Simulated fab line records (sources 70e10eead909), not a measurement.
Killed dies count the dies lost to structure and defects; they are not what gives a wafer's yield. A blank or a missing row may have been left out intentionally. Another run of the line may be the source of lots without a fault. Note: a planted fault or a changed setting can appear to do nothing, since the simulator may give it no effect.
fab line records	flow nandHarc
record lots=6	wafers=18	lastDay=32
route steps=1302 shown A_DECK1_JOINT@537 A_ONON_D2@545 END@1302
lots that met no fault: from a run of the same line without faults
startH: hours from the record's first day to the start of the lot's first wafer shown	waitH: hours since the lot's step before	" same as the row above	L1.1+2: a single row standing in for several wafers	- value missing, or start not given	* or withheld: withheld	< > ~ a bound
route shown NAME@n: names a module that has steps shown in the file, with the first one's number in the route	usual: mean/standard deviation of fault-free wafers	same: alike in all rows	chamber/n: place in a boat	sites: per-site readings	_std_site: the values' standard deviation	_edge_site: inner sites' mean taken away from outer sites' mean	radiusMm: how far each site lies from the wafer's centre	mask NAME#n: copy n	behind: the last tool/chamber to shape the wafer	hold: why the lot went on hold/how many hours it stayed there/how the hold came to an end	device: whichever transistor did not switch (one of n, p or np)	end of line: tests run on the same wafers once the route is complete	a step with no rows: only its recipe	killed: dies that structure and defects cost at the first sort, which is not the same as the wafer's yield	map: per-die view of a wafer (x killed, . not killed, _ where there is no die)
set.NAME: the setting as run; set.NAME@STEP: as run at that earlier step	model.NAME: the simulator's own value behind a step, which no gauge read
certain route steps with their lots: each step a table, each wafer a row
services: a tool's chamber out of use, with start hour (startH, from the record's first day; less than 0 if before it), hours out, and reason
## steps
# step NHARC_A_DECK1_JOINT_ANNEAL_28
# recipe tempC=500	timeS=1800	idleTempC=400	rampUpCPerMin=10	densificationPH2oTorr=640
# step NHARC_A_DECK1_JOINT_ANNEAL_29
# recipe tempC=750	timeS=1800	idleTempC=500	rampUpCPerMin=10	rampDownCPerMin=3
# step NHARC_A_DECK1_JOINT_CMP_02
# recipe material=SiOx
# usual motorCurrentA=12.4/1.6
lot.wafer	tool	chamber	startH	waitH	motorCurrentA
L170.3	cmp-02	0	272.32	0.4	11.8
L170.4	"	2	"	"	11.7
L170.5	"	1	"	"	12.2
L174.1	cmp-01	1	326.37	0.4	10.2
L174.3	"	2	"	"	12.7
L174.6	"	1	"	"	10.2
L184.3	cmp-01	3	417.87	0.4	13.2
L184.4	"	0	"	"	12.4
L184.1	"	2	"	"	12.7
L185.3	cmp-03	0	430.79	0.4	14.9
L185.6	"	3	"	"	13.3
L185.5	"	0	"	"	15.4
L187.2	cmp-01	2	448.89	0.4	12.8
L187.3	"	0	"	"	12.7
L187.6	"	3	"	"	12.0
L189.2	cmp-03	0	478.03	0.4	15.4
L189.1	"	2	"	"	10.0
L189.5	"	1	"	"	11.9
# step NHARC_A_DECK1_JOINT_SRD_15
# step NHARC_A_DECK1_JOINT_DEP_16
# recipe targetThkA=450	tempC=400	pressureTorr=6.5	rfW=900	teosFlowSccm=161.4	flowSccm=2650	targetThkNm=45	gas=O2	material=SiO2
# usual heaterPowerOuterW=311/57	heaterPowerW=583/76	rfFwdPowerW=895/3.1	throttleValvePct=16.0/0.55
lot.wafer	tool	chamber	startH	waitH	heaterPowerOuterW	heaterPowerW	rfFwdPowerW	throttleValvePct
L170.3	pecvd-03	2	272.77	0.1	333	598	895	16.1
L170.5	"	1	"	"	281	537	896	15.8
L170.4	"	2	"	"	328	599	899	16.1
L174.1	pecvd-03	2	326.78	0.1	319	581	900	16.4
L174.3	"	0	"	"	327	590	893	16.3
L174.6	"	0	"	"	323	599	897	16.0
L184.3	pecvd-03	0	418.26	0.1	296	545	897	16.0
L184.1	"	1	"	"	383	685	894	15.7
L184.4	"	1	"	"	391	682	894	16.1
L185.3	pecvd-04	2	431.21	0.1	259	523	893	16.7
L185.6	"	0	"	"	411	738	893	16.5
L185.5	"	2	"	"	253	519	890	16.6
L187.2	pecvd-04	1	449.28	0.1	290	588	897	15.3
L187.3	"	0	"	"	425	733	895	17.0
L187.6	"	0	"	"	425	768	893	16.6
L189.2	pecvd-03	1	478.45	0.1	325	609	892	15.9
L189.1	"	2	"	"	324	570	900	16.1
L189.5	"	0	"	"	294	550	900	16.0
# step NHARC_A_DECK1_JOINT_THK_MEAS_17
# recipe thkMeasGauge=ellipsometry
# usual thkNm=44.8/1.1
lot.wafer	tool	chamber	startH	waitH	thkNm
L170.3	filmMetro-02	-	272.99	0.2	45.8
L170.4	"	-	"	"	45.3
L170.5	"	-	"	"	45.1
L174.1	filmMetro-02	-	327.06	0.3	45.5
L174.3	"	-	"	"	43.7
L174.6	"	-	"	"	44.5
L184.1	filmMetro-01	-	418.54	0.2	42.1
L184.3	"	-	"	"	43.2
L184.4	"	-	"	"	44.1
L185.3	filmMetro-01	-	431.44	0.2	42.7
L185.5	"	-	"	"	44.4
L185.6	"	-	"	"	45.3
L187.2	filmMetro-01	-	449.57	0.3	44.3
L187.3	"	-	"	"	46.2
L187.6	"	-	"	"	44.6
L189.1	filmMetro-01	-	478.70	0.2	44.3
L189.2	"	-	"	"	42.8
L189.5	"	-	"	"	44.2
# step NHARC_A_DECK1_JOINT_INSPECT_05
# usual rawDefectCount=311/100
lot.wafer	tool	chamber	startH	waitH	rawDefectCount
L170.3	defectInspect-01	-	273.03	0.0	370
L170.4	"	-	"	"	406
L170.5	"	-	"	"	437
L174.1	defectInspect-01	-	327.09	0.0	347
L174.3	"	-	"	"	404
L174.6	"	-	"	"	367
L184.1	defectInspect-02	-	418.57	0.0	206
L184.3	"	-	"	"	201
L184.4	"	-	"	"	241
L185.3	defectInspect-02	-	431.47	0.0	260
L185.5	"	-	"	"	373
L185.6	"	-	"	"	460
L187.2	defectInspect-01	-	449.60	0.0	237
L187.3	"	-	"	"	258
L187.6	"	-	"	"	250
L189.1	defectInspect-01	-	478.73	0.0	310
L189.2	"	-	"	"	282
L189.5	"	-	"	"	193
# step NHARC_A_ONON_D2_DEP_00
# recipe targetThkA=10000	n2FlowSccm=2750	n2oFlowSccm=2000	nh3FlowSccm=500	sih4FlowSccm=210	tempC=400
# step NHARC_A_ONON_D2_THK_MEAS_02
# recipe thkMeasGauge=ellipsometry
# usual thkNm=999/10
lot.wafer	tool	chamber	startH	waitH	thkNm
L170.3	filmMetro-02	-	273.61	-	998
L170.4	"	-	"	"	998
L170.5	"	-	"	"	998
L174.1	filmMetro-01	-	327.67	-	1006
L174.3	"	-	"	"	1006
L174.6	"	-	"	"	1005
L184.1	filmMetro-01	-	419.15	-	984
L184.3	"	-	"	"	984
L184.4	"	-	"	"	986
L185.3	filmMetro-01	-	432.05	-	1018
L185.5	"	-	"	"	1020
L185.6	"	-	"	"	1017
L187.2	filmMetro-01	-	450.19	-	996
L187.3	"	-	"	"	998
L187.6	"	-	"	"	998
L189.1	filmMetro-01	-	479.31	-	1005
L189.2	"	-	"	"	1007
L189.5	"	-	"	"	1006
# step NHARC_A_ONON_D2_DEP_03
# recipe targetThkA=10000	n2FlowSccm=2750	n2oFlowSccm=2000	nh3FlowSccm=500	sih4FlowSccm=210	tempC=400
# step NHARC_A_ONON_D2_THK_MEAS_05
# recipe thkMeasGauge=ellipsometry
# usual thkNm=997/8.7
lot.wafer	tool	chamber	startH	waitH	thkNm
L170.3	filmMetro-02	-	274.18	-	992
L170.4	"	-	"	"	990
L170.5	"	-	"	"	990
L174.1	filmMetro-02	-	328.24	-	995
L174.3	"	-	"	"	999
L174.6	"	-	"	"	996
L184.1	filmMetro-02	-	419.71	-	1005
L184.3	"	-	"	"	1004
L184.4	"	-	"	"	1006
L185.3	filmMetro-02	-	432.62	-	999
L185.5	"	-	"	"	1000
L185.6	"	-	"	"	999
L187.2	filmMetro-01	-	450.76	-	990
L187.3	"	-	"	"	990
L187.6	"	-	"	"	991
L189.1	filmMetro-01	-	479.88	-	1013
L189.2	"	-	"	"	1013
L189.5	"	-	"	"	1013
# step NHARC_A_ONON_D2_DEP_06
# recipe targetThkA=10000	n2FlowSccm=2750	n2oFlowSccm=2000	nh3FlowSccm=500	sih4FlowSccm=210	tempC=400
lot.wafer	tool	chamber	startH	waitH
L170.3+4+5	pecvdOnon-02	0	274.35	0.2
L174.1+3+6	pecvdOnon-03	0	328.29	0.1
L184.1+3+4	pecvdOnon-02	0	419.77	0.1
L185.3+5+6	pecvdOnon-02	0	432.79	0.2
L187.2+3+6	pecvdOnon-03	0	450.87	0.1
L189.1+2+5	pecvdOnon-04	0	479.94	0.1
# step NHARC_A_ONON_D2_THK_MEAS_08
# recipe thkMeasGauge=ellipsometry
# usual thkNm=1003/12
lot.wafer	tool	chamber	startH	waitH	thkNm
L170.3	filmMetro-02	-	274.75	-	1013
L170.4	"	-	"	"	1011
L170.5	"	-	"	"	1010
L174.1	filmMetro-02	-	328.80	-	1000
L174.3	"	-	"	"	999
L174.6	"	-	"	"	999
L184.1	filmMetro-01	-	420.28	-	675
L184.3	"	-	"	"	675
L184.4	"	-	"	"	675
L185.3	filmMetro-02	-	433.18	-	650
L185.5	"	-	"	"	649
L185.6	"	-	"	"	649
L187.2	filmMetro-02	-	451.32	-	1020
L187.3	"	-	"	"	1019
L187.6	"	-	"	"	1019
L189.1	filmMetro-02	-	480.44	-	988
L189.2	"	-	"	"	991
L189.5	"	-	"	"	989
# step NHARC_A_ONON_D2_DEP_09
# recipe targetThkA=10000	n2FlowSccm=2750	n2oFlowSccm=2000	nh3FlowSccm=500	sih4FlowSccm=210	tempC=400
# step NHARC_END_SORT_01
# recipe tempC=25
# usual killedAtArray=61/26	killedAtOther=0.8/1.1	killedAtPeriphery=4.0/2.6	killedDies=66/26	killedOpen=3.1/1.7	killedShort=2.5/1.5
# same grossDies=677
lot.wafer	tool	chamber	startH	waitH	killedAtArray	killedAtOther	killedAtPeriphery	killedDies	killedOpen	killedShort
L184.1	prober-01	0	710.62	2.5	674	1	2	677	3	4
L184.3	prober-01	0	712.23	3.1	676	0	1	677	3	2
L184.4	prober-01	0	713.04	3.4	671	1	5	677	1	1
L185.3	prober-02	0	727.80	3.1	670	3	4	677	4	3
L185.5	prober-02	0	729.38	3.7	675	0	2	677	3	5
L185.6	prober-02	0	730.17	3.9	673	2	2	677	2	6
# killed by level:class
L184.1 A_ONON_D2:areaDep=652 A_CHANNEL_HOLE_D1:chamberFilmFlake=7 A_SLIT:chamberFilmFlake=3 P_M0:chamberFilmFlake=2 A_DECK1_JOINT:chamberFilmFlake=2 A_CONTACT:chamberFilmFlake=2 A_CHANNEL_HOLE_D1:geometricParticle:short=1 A_CHANNEL_FILL_D1:geometricParticle:open=1
L184.3 A_ONON_D2:areaDep=649 A_CHANNEL_HOLE_D1:chamberFilmFlake=9 A_CONTACT:chamberFilmFlake=6 A_DECK1_JOINT:chamberFilmFlake=3 A_STAIRCASE:chamberFilmFlake=3 A_DECK1_JOINT:geometricParticle:open=1 A_ONON_D2:geometricParticle:open=1 A_STAIRCASE:geometricParticle:short=1
L184.4 A_ONON_D2:areaDep=652 A_CHANNEL_HOLE_D1:chamberFilmFlake=11 P_M0:chamberFilmFlake=4 A_DECK1_JOINT:chamberFilmFlake=4 A_CONTACT:chamberFilmFlake=2 A_CHANNEL_FILL_D2:geometricParticle:open=1 A_WL_FILL:geometricParticle:short=1 P_GATE:chamberFilmFlake=1
L185.3 A_ONON_D2:areaDep=585 A_CHANNEL_HOLE_D1:chamberFilmFlake=32 A_SLIT:chamberFilmFlake=22 A_CHANNEL_HOLE_D2:chamberFilmFlake=19 A_CONTACT:chamberFilmFlake=3 THIN_TSV:chamberFilmFlake=3 A_SGD_CUT:geometricParticle:short=2 P_STI:chamberFilmFlake=2
L185.5 A_ONON_D2:areaDep=569 A_CHANNEL_HOLE_D1:chamberFilmFlake=38 A_SLIT:chamberFilmFlake=31 A_CHANNEL_HOLE_D2:chamberFilmFlake=24 A_ZERO_WELL:chamberFilmFlake=3 A_CONTACT:chamberFilmFlake=2 P_CONTACT:geometricParticle:open=1 A_SOURCE_PLATE:geometricParticle:short=1
L185.6 A_ONON_D2:areaDep=589 A_SLIT:chamberFilmFlake=30 A_CHANNEL_HOLE_D1:chamberFilmFlake=23 A_CHANNEL_HOLE_D2:chamberFilmFlake=20 P_CONTACT:geometricParticle:short=2 A_BLC:geometricParticle:open=2 A_STAIRCASE:chamberFilmFlake=2 THIN_TSV:chamberFilmFlake=2
# map L184.1 (x killed, . not)
____________x____________
_________xxxxxxx_________
_______xxxxxxxxxxx_______
______xxxxxxxxxxxxx______
_____xxxxxxxxxxxxxxx_____
____xxxxxxxxxxxxxxxxx____
____xxxxxxxxxxxxxxxxx____
___xxxxxxxxxxxxxxxxxxx___
___xxxxxxxxxxxxxxxxxxx___
__xxxxxxxxxxxxxxxxxxxxx__
__xxxxxxxxxxxxxxxxxxxxx__
_xxxxxxxxxxxxxxxxxxxxxxx_
_xxxxxxxxxxxxxxxxxxxxxxx_
_xxxxxxxxxxxxxxxxxxxxxxx_
_xxxxxxxxxxxxxxxxxxxxxxx_
_xxxxxxxxxxxxxxxxxxxxxxx_
xxxxxxxxxxxxxxxxxxxxxxxxx
xxxxxxxxxxxxxxxxxxxxxxxxx
xxxxxxxxxxxxxxxxxxxxxxxxx
xxxxxxxxxxxxxxxxxxxxxxxxx
xxxxxxxxxxxxxxxxxxxxxxxxx
_xxxxxxxxxxxxxxxxxxxxxxx_
_xxxxxxxxxxxxxxxxxxxxxxx_
_xxxxxxxxxxxxxxxxxxxxxxx_
_xxxxxxxxxxxxxxxxxxxxxxx_
_xxxxxxxxxxxxxxxxxxxxxxx_
__xxxxxxxxxxxxxxxxxxxxx__
__xxxxxxxxxxxxxxxxxxxxx__
___xxxxxxxxxxxxxxxxxxx___
___xxxxxxxxxxxxxxxxxxx___
____xxxxxxxxxxxxxxxxx____
____xxxxxxxxxxxxxxxxx____
_____xxxxxxxxxxxxxxx_____
______xxxxxxxxxxxxx______
_______xxxxxxxxxxx_______
_________xxxxxxx_________
____________x____________
# map L185.3 (x killed, . not)
____________x____________
_________xxxxxxx_________
_______xxxxxxxxxxx_______
______xxxxxxxxxxxxx______
_____xxxxxxxxxxxxxxx_____
____xxxxxxxxxxxxxxxxx____
____xxxxxxxxxxxxxxxxx____
___xxxxxxxxxxxxxxxxxxx___
___xxxxxxxxxxxxxxxxxxx___
__xxxxxxxxxxxxxxxxxxxxx__
__xxxxxxxxxxxxxxxxxxxxx__
_xxxxxxxxxxxxxxxxxxxxxxx_
_xxxxxxxxxxxxxxxxxxxxxxx_
_xxxxxxxxxxxxxxxxxxxxxxx_
_xxxxxxxxxxxxxxxxxxxxxxx_
_xxxxxxxxxxxxxxxxxxxxxxx_
xxxxxxxxxxxxxxxxxxxxxxxxx
xxxxxxxxxxxxxxxxxxxxxxxxx
xxxxxxxxxxxxxxxxxxxxxxxxx
xxxxxxxxxxxxxxxxxxxxxxxxx
xxxxxxxxxxxxxxxxxxxxxxxxx
_xxxxxxxxxxxxxxxxxxxxxxx_
_xxxxxxxxxxxxxxxxxxxxxxx_
_xxxxxxxxxxxxxxxxxxxxxxx_
_xxxxxxxxxxxxxxxxxxxxxxx_
_xxxxxxxxxxxxxxxxxxxxxxx_
__xxxxxxxxxxxxxxxxxxxxx__
__xxxxxxxxxxxxxxxxxxxxx__
___xxxxxxxxxxxxxxxxxxx___
___xxxxxxxxxxxxxxxxxxx___
____xxxxxxxxxxxxxxxxx____
____xxxxxxxxxxxxxxxxx____
_____xxxxxxxxxxxxxxx_____
______xxxxxxxxxxxxx______
_______xxxxxxxxxxx_______
_________xxxxxxx_________
____________x____________
## services
tool	chamber	startH	hours	kind
cmp-02	-	256.50	2.5	repair
pecvd-03	-	258.01	0.9	repair
cmp-01	-	258.19	1.1	repair
cmp-03	-	260.08	4.0	pm
pecvd-04	-	269.39	13.0	pm
cmp-01	-	283.50	4.0	pm
pecvd-03	0	320.85	1.7	repair
cmp-01	-	332.68	0.9	repair
cmp-03	-	337.91	0.4	repair
cmp-03	-	358.08	4.0	pm
pecvd-04	0	361.05	6.1	repair
cmp-01	-	361.38	0.3	repair
pecvd-03	1	365.62	5.0	repair
pecvdOnon-02	-	366.00	13.0	pm
pecvd-03	-	366.52	13.0	pm
pecvdOnon-03	-	378.20	5.9	repair
cmp-03	-	378.60	6.1	repair
cmp-01	-	381.50	4.0	pm
pecvdOnon-03	-	408.33	13.0	pm
cmp-03	-	436.07	3.7	repair
cmp-01	-	445.77	0.5	repair
pecvd-04	-	450.55	13.0	pm
cmp-03	-	456.08	4.0	pm
cmp-01	-	479.50	4.0	pm
## key
firstSign step=NHARC_A_ONON_D2_THK_MEAS_08	reading=thkNm	direction=down	sigmas=29	usual=1003	struck=662
effect step=NHARC_END_SORT_01	reading=killedAtArray	direction=up	sigmas=24	usual=61	struck=673
moreKillsBornAt NHARC_A_ONON_D2_DEP_06@pecvdOnon-02=3696
metAt NHARC_A_ONON_D2_DEP_06
struckWafers L184.1,L184.3,L184.4,L185.3,L185.5,L185.6
laterRowsLeftOut L184.1,L184.3,L184.4,L185.3,L185.5,L185.6
testerLeftOut L184,L185
onsetBetween 274.35 419.77
fault kind=processParameterDrift	tool=pecvdOnon-02	chamber=0	onsetH=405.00	steps=NHARC_A_ONON_D2_DEP_06	channel=targetThkA	offset=*	shape=step	endH=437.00	actsIn=*	stated=*
# testerLeftOut: of these lots the tester's yield and bins aren't shown, on N5 and GAA mostly nor the transistor test; their killed dies are dies lost to structure and defects alone, not to doping, threshold or leakage, so they don't give the yield
# laterRowsLeftOut: the simulator's readings of these wafers behind a module that went badly wrong aren't trusted and aren't shown, but for the sort
